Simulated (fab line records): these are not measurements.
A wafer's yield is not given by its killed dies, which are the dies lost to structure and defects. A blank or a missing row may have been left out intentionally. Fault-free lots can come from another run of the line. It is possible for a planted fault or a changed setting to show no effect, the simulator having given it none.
Which tool is to blame?    flow n5-finfet    10 lots, 30 wafers sampled, at 2 steps of a route of 1938

== WHAT THE GAUGES SHOWED, per wafer ==
N5_BEOL_M4_RC_MEAS_101. Usual: DIBL_N 36.0 mV/V, standard deviation 2; DIBL_P 36.2 mV/V, standard deviation 2.2; IOFF_N 0.16 nA/um, standard deviation 0.034; IOFF_P 0.21 nA/um, standard deviation 0.04; ION_N 675 uA/um, standard deviation 12; ION_P 463 uA/um, standard deviation 7.2; SS_N 71.6 mV/dec, standard deviation 0.6; SS_P 73.3 mV/dec, standard deviation 0.67; VT_N 250 mV, standard deviation 3; VT_P -251 mV, standard deviation 3.4.
lot   measured      on         DIBL_N (mV/V)   DIBL_P (mV/V)   IOFF_N (nA/um)  IOFF_P (nA/um)  ION_N (uA/um)  ION_P (uA/um)  SS_N (mV/dec)   SS_P (mV/dec)   VT_N (mV)    VT_P (mV)       flag
L208  day 8 01:43   prober-02  37.7 35.6 35.6  36.6 34.6 34.4  0.17 0.12 0.14  0.21 0.18 0.18  670 662 650    452 457 451    72.3 72.2 71.8  74.3 73.1 73.6  251 253 250  -252 -255 -256  
L209  day 8 10:36   prober-01  38.6 37.0 36.2  39.1 37.7 36.8  0.22 0.19 0.18  0.26 0.24 0.22  692 684 683    468 467 464    71.6 71.2 71.8  73.7 73.8 73.9  248 246 245  -250 -248 -250  
L212  day 9 06:21   prober-02  35.2 36.7 34.6  35.2 36.1 35.2  0.14 0.16 0.13  0.18 0.18 0.17  681 673 665    460 455 461    71.1 71.7 70.6  73.5 72.3 72.1  251 251 250  -251 -254 -252  
L219  day 11 02:45  prober-01  40.9 40.6 39.4  40.8 40.0 38.3  0.20 0.20 0.18  0.26 0.25 0.22  700 687 697    469 466 470    71.1 71.7 71.0  75.2 74.1 74.0  247 247 249  -249 -249 -250  
L220  day 11 05:12  prober-01  37.9 37.9 35.4  39.9 39.9 36.6  0.20 0.20 0.16  0.28 0.29 0.24  682 694 678    468 481 470    72.1 72.4 71.5  74.6 73.7 73.3  244 245 248  -246 -246 -248  
L221  day 11 09:48  prober-01  37.6 35.4 39.6  38.4 36.5 41.7  0.19 0.17 0.26  0.25 0.22 0.33  678 679 688    467 470 481    71.1 71.9 72.7  73.8 73.1 74.7  250 249 242  -248 -248 -241  
L222  day 12 04:51  prober-02  34.6 37.4 34.8  34.6 38.7 35.9  0.13 0.17 0.13  0.19 0.25 0.21  669 674 665    464 462 458    71.6 72.4 72.0  72.6 74.2 73.4  253 249 253  -252 -248 -250  
L228  day 13 21:14  prober-02  38.0 38.9 38.2  38.2 39.1 38.4  0.18 0.20 0.18  0.23 0.27 0.23  675 683 682    462 470 469    71.4 72.0 72.5  74.1 74.2 74.7  250 248 248  -248 -247 -247  
L229  day 14 02:49  prober-02  36.8 38.6 34.2  36.9 37.4 32.8  0.16 0.20 0.13  0.20 0.21 0.16  672 692 664    463 465 452    71.1 71.9 71.2  73.5 73.9 71.9  249 247 252  -253 -251 -254  
L231  day 14 05:08  prober-01  34.0 35.2 35.9  33.6 34.5 34.8  0.12 0.14 0.15  0.18 0.19 0.19  669 666 673    459 456 456    71.1 71.7 71.7  73.0 73.5 72.7  253 252 250  -252 -254 -253  

N5_BEOL_M13_OVL_MEAS_29. Usual: for M13_OVL the level is 1 nm and the standard deviation is 6.1.
lot   measured      on          M13_OVL (nm)  flag
L208  day 10 21:31  overlay-02  -13 -3 -1     
L209  day 11 13:52  overlay-02  7 -5 4        
L212  day 11 23:25  overlay-01  -3 -3 3       
L219  day 15 00:35  overlay-02  -4 6 -6       
L220  day 15 09:53  overlay-02  -6 -1 -6      
L221  day 15 04:22  overlay-01  4 7 3         
L222  day 15 20:46  overlay-02  1 2 7         
L228  day 17 14:19  overlay-02  5 -2 1        
L229  day 17 16:56  overlay-02  2 2 -6        
L231  day 17 18:47  overlay-02  3 11 10       

== WHICH TOOL RAN EACH LOT (tool, then ch and the chambers of the sampled wafers, then the start) ==
Before these readings, the record contains no process step.

== WHAT THE TOOLS THEMSELVES READ (means of the sampled wafers that have a number; where no wafer has one, the mark that the record gives instead) ==
The record holds no such reading with a usual standard deviation.

== THE ANSWER, worked out from the rows above alone ==
Rule: a lot counts as off when the mean over its wafers that have a number is more than 3 standard deviations away from the usual mean. Also off: a lot with no number at a reading for which 4 or more lots have one. Any other lot the step has rows for is counted as sound. Order of review: gauges by route order, followed by the tools' own readings, for which a lot's mean as printed above is used. At the first step where some lot is off, the reading lying furthest off is the one used; lots without a number count as furthest.
None of the lots is off at any reading shown; this tells nothing.

== WHAT HAD BEEN PUT IN BY THE SIMULATOR ==
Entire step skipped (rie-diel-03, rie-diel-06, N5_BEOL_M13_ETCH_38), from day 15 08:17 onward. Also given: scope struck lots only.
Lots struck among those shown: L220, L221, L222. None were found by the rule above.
